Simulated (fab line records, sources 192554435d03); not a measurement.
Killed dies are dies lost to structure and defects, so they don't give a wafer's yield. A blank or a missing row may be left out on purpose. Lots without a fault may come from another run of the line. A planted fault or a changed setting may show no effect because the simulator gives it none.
A struck lot beside a sound one | flow n5_finfet | 36 steps out of a route of 1938
Sound: wafers L205.1, L205.3, L205.4. Struck: wafers L209.2, L209.3, L209.4. The cause comes at the end.
At each step with rows: each side's tool, then ch and its chambers, then its first start. Under that, the readings that differ: sound wafers | struck wafers | difference of the means | sigmas: that difference in standard deviations of wafers without a fault.
alike: readings whose means differ by less than 2 such deviations, and words and numbers that are the same on both sides. not compared: withheld readings, readings that some wafer has no value for, bounds like >300 that may hide the same value, and numbers for which the record gives no deviation and whose values overlap.
The two part at a step that has a row with sigmas, a row that says differs or no value, or rows on one side only. Numbers that don't overlap but have no deviation are shown without sigmas and don't part them. A reading that every wafer of one side lacks parts them only if that side has two wafers or more.

first, 9 steps without rows for these wafers: N5_MOL_CONTACT_COAG_COAT_34 (resist thk 40 nm); N5_MOL_CONTACT_COAG_EBR_36; N5_MOL_CONTACT_COAG_SOFTBAKE_35 (time 60 s); N5_MOL_CONTACT_COAG_EXPOSE_37 (exposes mask VD, defocus 0 nm); N5_MOL_CONTACT_COAG_PEB_38 (peb time 60 s); N5_MOL_CONTACT_COAG_DEVELOP_39 (develop time 30 s); N5_MOL_CONTACT_COAG_DESCUM_45 (chemistry O2, time 7 s); N5_MOL_CONTACT_COAG_ETCH_65 (etches underlayer in N2/H2, target depth 13 nm, time 10.4 s); N5_MOL_CONTACT_COAG_ETCH_66 (etches SiARC in CF4, target depth 13 nm, time 21.7 s).
N5_MOL_CONTACT_COAG_ALD_133: deposits SiO2, target thk 5 nm, pulse time 1 s, co reactant pulse time 1 s.
  sound on ald_sin-03 ch 0,2,3, day 7 12:10; struck on ald_sin-04 ch 0,2,3, day 8 09:22
  alike: chamber_pressure_Torr, heater_power_w, precursor_pulse_height_rel
then, 25 steps without rows for these wafers: N5_MOL_CONTACT_COAG_ETCHBACK_134 (etches SiO2 in CHF3, target depth 10 nm, time 6.7 s); N5_MOL_CONTACT_COAG_ETCH_67 (etches SOC in N2/H2, target depth 60 nm, overetch 21 nm, time 101.2 s); N5_MOL_CONTACT_COAG_STRIP_68 (strips in N2/H2); N5_MOL_CONTACT_COAG_STRIP_69 (strips in N2/H2); N5_MOL_CONTACT_COAG_ETCHBACK_136 (etches SiO2 in CHF3, target depth 25 nm, time 16.7 s); N5_MOL_CONTACT_COAG_STRIP_120 (strips in CHF3); N5_MOL_CONTACT_COAG_VIA_ETCH_117 (etches SiO2 in C4F6/O2, target depth 40 nm, overetch 8 nm, time 26 s); N5_MOL_CONTACT_COAG_ETCH_124 (etches SiNx in CH3F/O2, stops on SiOC, target depth 6.5 nm); N5_MOL_CONTACT_COAG_ETCH_48 (etches SiOC in C4F6/O2, target depth 15 nm, overetch 4.5 nm, time 17 s); N5_MOL_CONTACT_COAG_STRIP_72 (strips in N2/H2); N5_MOL_CONTACT_COAG_STRIP_49 (strips in N2/H2, time 30 s); N5_MOL_CONTACT_COAG_PRECLEAN_138 (cleans in alkaline clean, time 60 s); N5_MOL_CONTACT_COAG_SRD_139 (time 30 s); N5_MOL_CONTACT_COAG_PRE_CLEAN_121; N5_MOL_CONTACT_COAG_CVD_140 (deposits W, target thk 66.5 nm, time 215 s); N5_MOL_CONTACT_COAG_PRECLEAN_127 (cleans in DIW, time 57.5 s); N5_MOL_CONTACT_COAG_SRD_128 (dry time 32 s); N5_MOL_CONTACT_COAG_CMP_52 (polishes, stops on SiO2, t overpolish 1.5 s, target thk 66.5 nm); N5_MOL_CONTACT_COAG_ANNEAL_112 (time 1800 s); N5_BEOL_M0_SAQP_PECVD_00 (deposits SiCN from 3MS/NH3, target thk 8 nm, time 14 s); N5_BEOL_M0_SAQP_ILD_DEP_01 (deposits SiOC from DEMS/O2, target thk 45.419 nm, time 8.7 s); N5_BEOL_M0_SAQP_HM_DEP_02 (deposits TiN, target thk 12 nm); N5_BEOL_M0_SAQP_PECVD_03 (deposits SiCN from 3MS/NH3, target thk 12 nm, time 21.1 s); N5_BEOL_M0_SAQP_PECVD_96 (deposits a-Si from SiH4/He, target thk 45 nm, time 45.2 s); N5_BEOL_M0_SAQP_PECVD_97 (deposits SiNx from SiH4/NH3/N2, target thk 23 nm, time 19.9 s).
-- the record jumps here: 7 days lie between the struck wafers' starts before and after (it left off in module BEOL_M0_SAQP and takes up again in module PASSIVATION, whose first step shown is number 1936 of the route) --
N5_PASSIVATION_PROBE_49:
  sound on prober-01, day 15 03:40; struck on prober-01, day 15 19:11
  reading            | sound       | struck      | difference | sigmas
  killed_at_M0_to_M3 | 55 49 38    | 30 24 27    | -20        | -2
  killed_at_contacts | 12 23 20    | 128 44 122  | +80        | +14
  killed_dies        | 104 121 126 | 201 122 192 | +55        | +3
  alike: killed_at_M4_up, killed_at_front_end, killed_at_other, killed_open, killed_short

WHERE THEY PART
Only at N5_PASSIVATION_PROBE_49, within this record.

WHY: what the simulator had put in
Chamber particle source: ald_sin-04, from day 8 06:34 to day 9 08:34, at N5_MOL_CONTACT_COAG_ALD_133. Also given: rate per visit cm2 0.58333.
